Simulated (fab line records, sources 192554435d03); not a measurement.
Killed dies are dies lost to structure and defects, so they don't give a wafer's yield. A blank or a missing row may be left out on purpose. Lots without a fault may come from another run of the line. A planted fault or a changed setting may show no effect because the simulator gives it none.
fab line records | flow n5_finfet
record lots=5 wafers=15 last_day=16
route steps=1938 shown BEOL_M4@1039
lots that met no fault: from a run of the same line without faults
start_h: hours from the record's first day to the start of the lot's first wafer shown | wait_h: hours since the lot's step before | " the same as in the row above | L1.1+2: a row that stands for several wafers | - no value, or no start given | * or withheld: withheld | < > ~ a bound
route shown NAME@n: a module of which the file shows steps, and the number in the route of the first | usual: mean/standard deviation of fault-free wafers | same: alike in all rows | chamber/n: place in a boat | sites: the reading at each site | _std_site: their standard deviation | _edge_site: outer sites' mean less inner sites' | radius_mm: how far each site lies from the wafer's centre | mask NAME#n: copy n | behind: the tool/chamber that last shaped the wafer | hold: why the lot was held/for how many hours/how that ended | device: the transistor (n, p or np) that didn't switch | end of line: the same wafers' tests at the end of the route | a step without rows: its recipe alone | killed: dies lost to structure and defects at the first sort, not the wafer's yield | map: a wafer's dies, x killed, . not, _ none there
set.NAME: the setting as run; set.NAME@STEP: as run at that earlier step | model.NAME: the simulator's own value behind a step, which no gauge read
lots at some steps of the route; a table a step, a row a wafer
services: from which hour (start_h, from the record's first day; less than 0 if before it) a tool's chamber was out of use, for how many hours, and why
## steps
# step N5_BEOL_M4_ETCH_63
# recipe chemistry=CF4 target=SiARC target_depth_a=156 mask_material=CAR-EUV time_s=26 ion_energy_ev=80 pressure_mtorr=40 source_w=545 bias_w=36 Ar_flow_sccm=100 cf4_flow_sccm=100 ends=cleared
# usual drypump_motor_current_A=5.6/0.44 etch_rf_on_time_s=25.8/0.41 mfc_ar_sccm=100.00/0.3 oes_product_au=0.68/0.066 rf_fwd_power_W=532.7/2.4 rf_vpp_V=184.0/1.2 showerhead_plenum_p_Torr=2.14/0.075 throttle_valve_pct=15.61/0.25
# columns lot.wafer tool chamber start_h wait_h drypump_motor_current_A etch_rf_on_time_s mfc_ar_sccm oes_product_au rf_fwd_power_W rf_hours_counter_h rf_vpp_V showerhead_plenum_p_Torr throttle_valve_pct
L074.2 rie_diel-01 2 154.04 0.0 5.3 25.7 99.75 0.67 531.0 108 184.3 2.07 15.41
L074.3 " 3 " " 5.4 26.0 100.40 0.69 530.4 89 182.9 2.07 15.21
L074.6 " 2 " " 5.3 25.3 99.92 0.68 531.2 - 182.0 2.07 15.41
L088.2 rie_diel-01 3 248.38 0.0 5.4 26.4 100.12 0.66 529.4 122 182.8 2.06 15.26
L088.3 " 2 " " 5.3 25.9 100.25 0.65 531.9 139 183.0 2.06 15.46
L088.5 " 1 " " 5.6 26.7 99.62 0.57 530.7 - 183.7 2.12 15.87
L090.2 rie_diel-05 2 248.42 0.0 5.7 25.2 100.68 0.72 532.1 92 182.6 2.07 15.82
L090.5 " 2 " " 5.6 25.2 100.26 0.72 531.3 - 183.8 2.07 15.84
L090.6 " 3 " " 4.9 25.9 100.57 0.72 531.8 - 186.6 2.26 15.47
L092.3 rie_diel-05 2 271.70 0.0 5.6 25.3 100.01 0.71 528.7 102 184.8 2.07 15.84
L092.5 " 1 " " 6.1 25.4 99.95 0.74 530.9 - 184.9 2.17 15.33
L092.6 " 2 " " 5.7 25.2 99.81 0.71 529.8 - 183.7 2.07 15.84
L095.1 rie_diel-05 2 279.13 0.0 5.6 25.1 100.16 0.71 530.6 105 184.1 2.07 15.84
L095.2 " 3 " " 5.0 25.8 100.29 0.71 535.7 62 185.2 2.26 15.48
L095.5 " 1 " " 6.1 25.1 99.93 0.75 531.6 - 184.8 2.17 15.33
# step N5_BEOL_M4_ETCH_64
# recipe chemistry=N2/H2 target=SOC target_depth_a=750 overetch_a=225 mask_material=SiARC temp_c=40 time_s=121.9 ion_energy_ev=200 pressure_mtorr=30 source_w=840 bias_w=150 n2_flow_sccm=200 h2_flow_sccm=200
# usual drypump_motor_current_A=5.6/0.44 oes_product_au=0.60/0.055 rf_fwd_power_W=836.8/2.4 rf_vpp_V=523.9/2.7 showerhead_plenum_p_Torr=2.54/0.096 throttle_valve_pct=17.81/0.22
# columns lot.wafer tool chamber start_h wait_h drypump_motor_current_A oes_product_au rf_fwd_power_W rf_hours_counter_h rf_vpp_V showerhead_plenum_p_Torr throttle_valve_pct
L074.2 rie_diel-01 2 154.07 0.0 5.3 0.59 836.9 108 521.6 2.45 17.73
L074.3 " 3 " " 5.4 0.63 837.3 89 520.7 2.46 17.53
L074.6 " 2 " " 5.3 0.60 833.8 - 520.1 2.45 17.73
L088.2 rie_diel-01 3 248.41 0.0 5.4 0.60 837.1 122 521.2 2.45 17.57
L088.3 " 2 " " 5.3 0.58 837.6 139 522.6 2.44 17.79
L088.5 " 1 " " 5.6 0.52 837.8 - 523.2 2.49 17.98
L090.2 rie_diel-05 2 248.45 0.0 5.6 0.63 837.1 92 522.1 2.46 18.01
L090.5 " 2 " " 5.6 0.63 836.0 - 521.8 2.46 18.00
L090.6 " 3 " " 4.9 0.64 836.1 - 528.0 2.69 17.55
L092.3 rie_diel-05 2 271.73 0.0 5.7 0.63 835.0 102 520.7 2.45 18.03
L092.5 " 1 " " 6.1 0.64 839.3 - 526.0 2.57 17.55
L092.6 " 2 " " 5.6 0.62 833.3 - 520.7 2.45 18.03
L095.1 rie_diel-05 2 279.16 0.0 5.6 0.62 841.3 105 521.1 2.45 18.02
L095.2 " 3 " " 5.0 0.63 834.6 62 526.7 2.69 17.58
L095.5 " 1 " " 6.1 0.65 835.1 - 524.7 2.57 17.55
# step N5_BEOL_M4_STRIP_65
# recipe chemistry=N2/H2 temp_c=40 n2_flow_sccm=200 h2_flow_sccm=200 rf_frequency_hz=6e+07
# columns lot.wafer tool chamber start_h wait_h
L074.2+3+6 rie_diel-01 2,3,2 154.19 0.1
L088.2+3+5 rie_diel-01 3,2,1 248.52 0.1
L090.2+5+6 rie_diel-05 2,2,3 248.56 0.1
L092.3+5+6 rie_diel-05 2,1,2 271.84 0.1
L095.1+2+5 rie_diel-05 2,3,1 279.27 0.1
# step N5_BEOL_M4_STRIP_75
# recipe chemistry=N2/H2 temp_c=40 n2_flow_sccm=200 h2_flow_sccm=200 rf_frequency_hz=6e+07
# columns lot.wafer tool chamber start_h wait_h
L074.2+3+6 rie_diel-01 2,3,2 154.20 0.0
L088.2+3+5 rie_diel-01 3,2,1 248.53 0.0
L090.2+5+6 rie_diel-05 2,2,3 248.57 0.0
L092.3+5+6 rie_diel-05 2,1,2 271.85 0.0
L095.1+2+5 rie_diel-05 2,3,1 279.28 0.0
# step N5_BEOL_M4_STRIP_66
# recipe chemistry=CF4 resist=SiARC power_w=300 bias_power_w=75 pressure_mtorr=50 cf4_flow_sccm=150 rf_frequency_hz=6e+07
# usual drypump_motor_current_A=5.6/0.44 oes_product_au=0.79/0.071 rf_fwd_power_W=292.6/0.87 rf_vpp_V=271.2/1.6 showerhead_plenum_p_Torr=1.80/0.06 throttle_valve_pct=13.59/0.25
# columns lot.wafer tool chamber start_h wait_h drypump_motor_current_A oes_product_au rf_fwd_power_W rf_hours_counter_h rf_vpp_V showerhead_plenum_p_Torr throttle_valve_pct
L074.2 rie_diel-01 2 154.21 0.0 5.3 0.78 293.5 108 270.1 1.75 13.42
L074.3 " 3 " " 5.4 0.81 293.2 89 270.8 1.73 13.18
L074.6 " 2 " " 5.3 0.78 292.6 - 270.3 1.75 13.42
L088.2 rie_diel-01 3 248.54 0.0 5.4 0.78 292.4 122 269.3 1.72 13.25
L088.3 " 2 " " 5.3 0.75 292.0 140 268.7 1.74 13.50
L088.5 " 1 " " 5.7 0.67 293.2 - 270.6 1.77 13.86
L090.2 rie_diel-05 2 248.58 0.0 5.6 0.81 292.6 92 271.1 1.74 13.76
L090.5 " 2 " " 5.6 0.82 291.4 - 271.2 1.74 13.76
L090.6 " 3 " " 5.0 0.83 292.4 - 274.3 1.89 13.42
L092.3 rie_diel-05 2 271.86 0.0 5.6 0.80 292.9 102 270.5 1.74 13.79
L092.5 " 1 " " 6.1 0.85 295.1 - 271.4 1.82 13.31
L092.6 " 2 " " 5.7 0.81 293.6 - 270.7 1.74 13.80
L095.1 rie_diel-05 2 279.29 0.0 5.7 0.81 293.0 105 268.8 1.74 13.81
L095.2 " 3 " " 5.0 0.82 294.0 62 272.7 1.88 13.44
L095.5 " 1 " " 6.1 0.84 294.4 - 272.3 1.82 13.32
# step N5_BEOL_M4_HM_OPEN_17
# recipe chemistry=Cl2/BCl3 target_depth_a=200 overetch_a=60 target=TiN mask_material=SOC ion_energy_ev=150 pressure_mtorr=10 icp_w=1000 bias_w=126 Cl2_flow_sccm=53.25 bcl3_flow_sccm=21.75 Ar_flow_sccm=25
# usual drypump_motor_current_A=5.8/0.35 he_backside_leak_sccm=3.44/0.19 mfc_ar_sccm=25.01/0.089 oes_product_au=0.67/0.091 rf_fwd_power_W=994/3.3 throttle_valve_pct=22.01/0.14
# columns lot.wafer tool chamber start_h wait_h drypump_motor_current_A he_backside_leak_sccm mfc_ar_sccm oes_product_au rf_fwd_power_W rf_hours_counter_h throttle_valve_pct
L074.2 rie_metal-02 1 154.25 0.0 6.2 3.36 25.05 0.81 992 3 21.78
L074.3 " 1 " " 6.2 3.50 24.89 0.81 994 - 21.76
L074.6 " 0 " " 6.1 3.27 25.07 0.70 997 - 22.04
L088.2 rie_metal-02 0 248.58 0.0 6.2 3.22 25.02 0.68 988 38 22.05
L088.3 " 1 " " 6.2 3.49 24.96 0.76 993 - 21.80
L088.5 " 0 " " 6.1 3.15 25.05 0.67 991 - 22.08
L090.2 rie_metal-01 0 248.62 0.0 5.6 3.74 25.17 0.74 999 18 22.02
L090.5 " 0 " " 5.5 3.46 25.08 0.74 1003 - 22.02
L090.6 " 1 " " 5.4 3.58 24.91 0.54 998 - 22.19
L092.3 rie_metal-01 1 271.93 0.1 5.4 3.65 24.95 0.54 996 - 22.21
L092.5 " 0 " " 5.5 3.42 24.95 0.74 991 - 22.03
L092.6 " 1 " " 5.4 3.64 25.24 0.54 992 - 22.19
L095.1 rie_metal-03 1 279.33 0.0 5.8 3.21 24.99 0.66 985 49 21.97
L095.2 " 0 " " 6.1 3.23 24.97 0.54 992 110 21.97
L095.5 " 0 " " 6.1 3.33 25.02 0.55 993 - 21.97
# step N5_BEOL_M4_STRIP_19
# recipe chemistry=O2 power_w=400 temp_c=40 pressure_mtorr=30 rf_frequency_hz=6e+07 bias_power_w=0 overash_fraction=0.2 o2_flow_sccm=225
# usual drypump_motor_current_A=5.6/0.47 oes_product_au=0.81/0.071 rf_vpp_V=3.7/0.48 showerhead_plenum_p_Torr=2.12/0.082 throttle_valve_pct=16.67/0.23
# columns lot.wafer tool chamber start_h wait_h drypump_motor_current_A oes_product_au rf_hours_counter_h rf_vpp_V showerhead_plenum_p_Torr throttle_valve_pct
L074.2 rie_diel-06 2 154.36 0.1 5.8 0.71 206 3.4 2.08 16.92
L074.3 " 3 " " 5.7 0.69 228 3.2 2.16 17.13
L074.6 " 1 " " 6.3 0.89 - 2.6 2.24 16.72
L088.2 rie_diel-05 0 248.69 0.1 5.5 0.84 61 3.1 2.03 16.38
L088.3 " 2 " " 5.6 0.84 92 3.6 2.02 16.85
L088.5 " 2 " " 5.7 0.83 - 4.0 2.02 16.84
L090.2 rie_diel-05 0 248.73 0.1 5.5 0.84 61 3.7 2.03 16.40
L090.5 " 2 " " 5.7 0.84 - 4.2 2.02 16.85
L090.6 " 3 " " 5.0 0.85 - 4.0 2.22 16.53
L092.3 rie_diel-01 0 272.03 0.1 6.2 0.97 4 4.1 2.06 16.66
L092.5 " 2 " " 5.3 0.75 - 3.8 2.02 16.57
L092.6 " 3 " " 5.4 0.77 - 3.2 2.02 16.39
L095.1 rie_diel-05 1 279.48 0.1 6.1 0.85 54 4.1 2.13 16.42
L095.2 " 2 " " 5.6 0.82 105 3.8 2.01 16.87
L095.5 " 2 " " 5.6 0.83 - 3.8 2.01 16.87
# step N5_BEOL_M4_CD_MEAS_18
# recipe pitch_nm=36 target_cd_nm=18
# usual cd_nm=18.08/0.3
# columns lot.wafer tool chamber start_h wait_h cd_nm
L074.2 cd_sem-01 - 154.43 0.1 17.96
L074.3 " - " " 17.66
L074.6 " - " " 18.19
L088.2 cd_sem-03 - 248.76 0.1 18.16
L088.3 " - " " 18.48
L088.5 " - " " 18.17
L090.2 cd_sem-02 - 248.80 0.1 17.79
L090.5 " - " " 17.96
L090.6 " - " " 17.17
L092.3 cd_sem-02 - 272.11 0.1 17.87
L092.5 " - " " 18.09
L092.6 " - " " 17.92
L095.1 cd_sem-03 - 279.55 0.0 17.85
L095.2 " - " " 18.07
L095.5 " - " " 17.70
# step N5_BEOL_M4_COAT_67
# recipe resist=SOC temp_c=250 time_s=60 spin_rpm=1500 resist_thk_nm=60
# usual heater_power_total_W=500.5/1.8
# columns lot.wafer tool chamber start_h wait_h heater_power_total_W
L074.2 litho_track-04 0 154.46 0.0 501.5
L074.3 " 0 " " 501.6
L074.6 " 0 " " 499.8
L088.2 litho_track-05 0 248.80 0.0 498.7
L088.3 " 0 " " 499.9
L088.5 " 0 " " 502.6
L090.2 litho_track-05 0 248.84 0.0 502.7
L090.5 " 0 " " 499.6
L090.6 " 0 " " 497.4
L092.3 litho_track-05 0 272.14 0.0 502.4
L092.5 " 0 " " 498.3
L092.6 " 0 " " 497.3
L095.1 litho_track-01 0 279.58 0.0 498.3
L095.2 " 0 " " 502.8
L095.5 " 0 " " 499.9
# step N5_BEOL_M4_COAT_68
# recipe resist=SiARC temp_c=220 time_s=60 spin_rpm=1500 resist_thk_nm=12
# usual heater_power_total_W=427.6/2.3
# columns lot.wafer tool chamber start_h wait_h heater_power_total_W
L074.2 litho_track-04 0 - - 425.3
L074.3 " 0 " " 430.4
L074.6 " 0 " " 426.6
L088.2 litho_track-05 0 - - 424.0
L088.3 " 0 " " 427.0
L088.5 " 0 " " 424.7
L090.2 litho_track-05 0 - - 425.0
L090.5 " 0 " " 424.9
L090.6 " 0 " " 430.1
L092.3 litho_track-05 0 - - 429.8
L092.5 " 0 " " 430.2
L092.6 " 0 " " 425.4
L095.1 litho_track-01 0 - - 430.8
L095.2 " 0 " " 424.4
L095.5 " 0 " " 424.9
# step N5_BEOL_M4_COAT_76
# recipe resist=underlayer temp_c=205 time_s=60 spin_rpm=1500 resist_thk_nm=5
# usual heater_power_total_W=391.6/1.3
# columns lot.wafer tool chamber start_h wait_h heater_power_total_W
L074.2 litho_track-04 0 - - 391.6
L074.3 " 0 " " 390.6
L074.6 " 0 " " 389.8
L088.2 litho_track-05 0 - - 393.9
L088.3 " 0 " " 390.7
L088.5 " 0 " " 391.1
L090.2 litho_track-05 0 - - 391.5
L090.5 " 0 " " 393.1
L090.6 " 0 " " 390.1
L092.3 litho_track-05 0 - - 391.3
L092.5 " 0 " " 391.9
L092.6 " 0 " " 391.0
L095.1 litho_track-01 0 - - 391.8
L095.2 " 0 " " 389.6
L095.5 " 0 " " 393.8
# step N5_BEOL_M4_COAT_22
# recipe resist=CAR-EUV spin_rpm=1500 resist_thk_nm=30
# columns lot.wafer tool chamber start_h wait_h
L074.2+3+6 litho_track-04 0 - -
L088.2+3+5 litho_track-05 0 - -
L090.2+5+6 litho_track-05 0 - -
L092.3+5+6 litho_track-05 0 - -
L095.1+2+5 litho_track-01 0 - -
# step N5_BEOL_M4_EBR_24
# recipe solvent=PGMEA ebr_width_mm=1.5
# columns lot.wafer tool chamber start_h wait_h
L074.2+3+6 litho_track-04 0 - -
L088.2+3+5 litho_track-05 0 - -
L090.2+5+6 litho_track-05 0 - -
L092.3+5+6 litho_track-05 0 - -
L095.1+2+5 litho_track-01 0 - -
# step N5_BEOL_M4_SOFTBAKE_23
# recipe temp_c=110 time_s=60 resist=CAR-EUV
# usual heater_power_total_W=175.3/1.6
# columns lot.wafer tool chamber start_h wait_h heater_power_total_W
L074.2 litho_track-04 0 - - 174.7
L074.3 " 0 " " 177.2
L074.6 " 0 " " 173.4
L088.2 litho_track-05 0 - - 176.5
L088.3 " 0 " " 173.0
L088.5 " 0 " " 173.7
L090.2 litho_track-05 0 - - 177.5
L090.5 " 0 " " 177.6
L090.6 " 0 " " 175.2
L092.3 litho_track-05 0 - - 177.4
L092.5 " 0 " " 177.0
L092.6 " 0 " " 175.8
L095.1 litho_track-01 0 - - 173.4
L095.2 " 0 " " 174.4
L095.5 " 0 " " 177.3
# step N5_BEOL_M4_EXPOSE_25
# recipe mask_id=V3 na=0.33 source_shape=quasar sigma_inner=0.2 sigma_outer=0.8 polarization=unpolarized defocus_nm=5 dose_mj=63
# usual reticle_temp_C=23.00/0.1
# columns lot.wafer tool chamber start_h wait_h mask reticle_temp_C
L074.2 euv_scanner-01 0 154.61 - V3#0 23.15
L074.3 " 0 " " V3#0 23.03
L074.6 " 0 " " V3#0 23.17
L088.2 euv_scanner-02 0 248.94 - V3#0 23.12
L088.3 " 0 " " V3#0 23.00
L088.5 " 0 " " V3#0 23.03
L090.2 euv_scanner-02 0 249.00 - V3#0 23.02
L090.5 " 0 " " V3#0 22.91
L090.6 " 0 " " V3#0 23.08
L092.3 euv_scanner-01 0 272.42 - V3#0 23.08
L092.5 " 0 " " V3#0 22.95
L092.6 " 0 " " V3#0 22.95
L095.1 euv_scanner-01 0 279.72 - V3#0 22.97
L095.2 " 0 " " V3#0 23.14
L095.5 " 0 " " V3#0 23.08
# step N5_BEOL_M4_PEB_26
# recipe peb_temp_c=100 peb_time_s=60 resist=CAR-EUV
# usual heater_power_total_W=154.1/1.1
# same peb_time_s=60
# columns lot.wafer tool chamber start_h wait_h heater_power_total_W
L074.2 litho_track-05 0 154.68 0.1 155.1
L074.3 " 0 " " 154.5
L074.6 " 0 " " 154.1
L088.2 litho_track-05 0 249.01 0.1 155.3
L088.3 " 0 " " 152.9
L088.5 " 0 " " 153.2
L090.2 litho_track-05 0 249.07 0.1 154.7
L090.5 " 0 " " 155.6
L090.6 " 0 " " 154.1
L092.3 litho_track-05 0 272.48 0.1 153.2
L092.5 " 0 " " 155.5
L092.6 " 0 " " 153.6
L095.1 litho_track-01 0 279.80 0.1 152.9
L095.2 " 0 " " 154.1
L095.5 " 0 " " 155.3
# step N5_BEOL_M4_DEVELOP_27
# recipe develop_time_s=30 developer=TMAH resist=CAR-EUV rinse_liquid=surfactant_rinse dry=air_spin dev_temp_c=23
# usual developer_temp_C=22.98/0.096
# columns lot.wafer tool chamber start_h wait_h developer_temp_C
L074.2 litho_track-05 0 - - 22.90
L074.3 " 0 " " 22.95
L074.6 " 0 " " 23.06
L088.2 litho_track-05 0 - - 22.96
L088.3 " 0 " " 22.71
L088.5 " 0 " " 22.89
L090.2 litho_track-05 0 - - 23.06
L090.5 " 0 " " 23.05
L090.6 " 0 " " 22.92
L092.3 litho_track-05 0 - - 22.89
L092.5 " 0 " " 22.97
L092.6 " 0 " " 22.83
L095.1 litho_track-01 0 - - 23.05
L095.2 " 0 " " 22.96
L095.5 " 0 " " 23.07
# step N5_BEOL_M4_CD_MEAS_28
# recipe target_cd_nm=26.2 landing_energy_ev=500 detector=se_inlens target_cd_y_nm=24.1 polarity=opening
# usual cd_nm=26.21/0.27
# columns lot.wafer tool chamber start_h wait_h cd_nm
L074.2 cd_sem-03 0 154.75 - 25.78
L074.3 " 0 " " 25.49
L074.6 " 0 " " 26.42
L088.2 cd_sem-01 0 249.08 - 26.05
L088.3 " 0 " " 25.90
L088.5 " 0 " " 26.07
L090.2 cd_sem-02 0 249.14 - 26.21
L090.5 " 0 " " 26.12
L090.6 " 0 " " 26.84
L092.3 cd_sem-01 0 272.55 - 26.18
L092.5 " 0 " " 25.70
L092.6 " 0 " " 26.01
L095.1 cd_sem-03 0 279.87 - 26.69
L095.2 " 0 " " 26.13
L095.5 " 0 " " 26.23
## services
# columns tool chamber start_h hours kind
euv_scanner-01 - 142.01 1.0 pm
euv_scanner-02 - 143.57 13.2 repair
rie_metal-01 - 146.51 1.7 repair
rie_diel-06 0 149.96 9.6 repair
euv_scanner-02 - 156.80 4.6 pm
euv_scanner-01 - 163.87 1.1 repair
euv_scanner-02 - 182.26 1.0 pm
rie_diel-06 - 186.01 2.8 pm
euv_scanner-02 - 190.35 0.1 repair
rie_diel-06 2 193.07 5.0 repair
euv_scanner-02 - 194.88 0.3 repair
euv_scanner-01 - 198.16 1.0 pm
euv_scanner-02 - 199.17 6.2 pm
rie_metal-03 - 220.80 1.4 pm
euv_scanner-02 - 221.81 1.0 pm
euv_scanner-01 - 244.81 4.6 pm
rie_diel-01 0 246.77 - clean
rie_diel-01 0 246.77 - consumable_replace:focus_ring
rie_diel-01 0 246.77 17.1 scheduled_down
rie_diel-01 0 246.77 17.1 vent_cycle
rie_diel-06 0 248.46 12.2 repair
rie_diel-06 2 253.30 11.7 repair
euv_scanner-01 - 254.31 1.0 pm
euv_scanner-02 - 276.16 4.0 repair
## key
fault none
